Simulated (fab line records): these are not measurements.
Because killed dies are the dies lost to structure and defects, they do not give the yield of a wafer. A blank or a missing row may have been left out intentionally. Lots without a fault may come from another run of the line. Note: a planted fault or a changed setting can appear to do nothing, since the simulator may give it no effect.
Matching of chambers    flow n5Finfet    pecvd-01 running N5_BEOL_M0_SAQP_ILD_DEP_01: 3 sister chambers
The step deposits SiOC from DEMS/O2, target thk 45.419 nm, time 8.7 s. 3 wafers are shown with their chamber, then 8 later ones without.

== WAFERS WITH THEIR CHAMBER ==
wafer   chamber  throttleValvePct (%)
L086.5  0        11.3
L086.6  1        12.2
L089.3  2        12.1

== WAFERS WHOSE CHAMBER IS MISSING ==
wafer   throttleValvePct (%)
L089.4  11.8
L089.5  12.3
L090.2  11.9
L090.3  12.2
L090.4  12.1
L097.1  11.4
L097.3  12.2
L097.6  12.0

== WHICH CHAMBER EACH ONE RAN IN ==
wafer   from the rows above           in truth
L089.4  can't be placed: 2 or 1 or 0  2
L089.5  can't be placed: 1 or 2       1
L090.2  can't be placed: 2 or 1       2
L090.3  can't be placed: 1 or 2       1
L090.4  can't be placed: 2 or 1       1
L097.1  0                             0
L097.3  can't be placed: 1 or 2       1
L097.6  can't be placed: 2 or 1       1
Placed correctly: 1 of 8. Unplaceable from these rows: 7, with the true chamber sitting among the candidates in 7. 0 placed wrongly.
How it was worked out, from the rows above alone: a wafer's distance from a chamber is the root of the sum, over the readings, of the square of ((its reading less the chamber's mean) divided by the reading's scatter). If the next closest chamber is less than 2 further off than the closest, the wafer can't be placed; otherwise it belongs to the closest. Each chamber's mean is taken over the wafers shown for it. The scatter: root of mean squared gap, hidden wafer to nearest shown wafer, with one shown wafer a chamber.
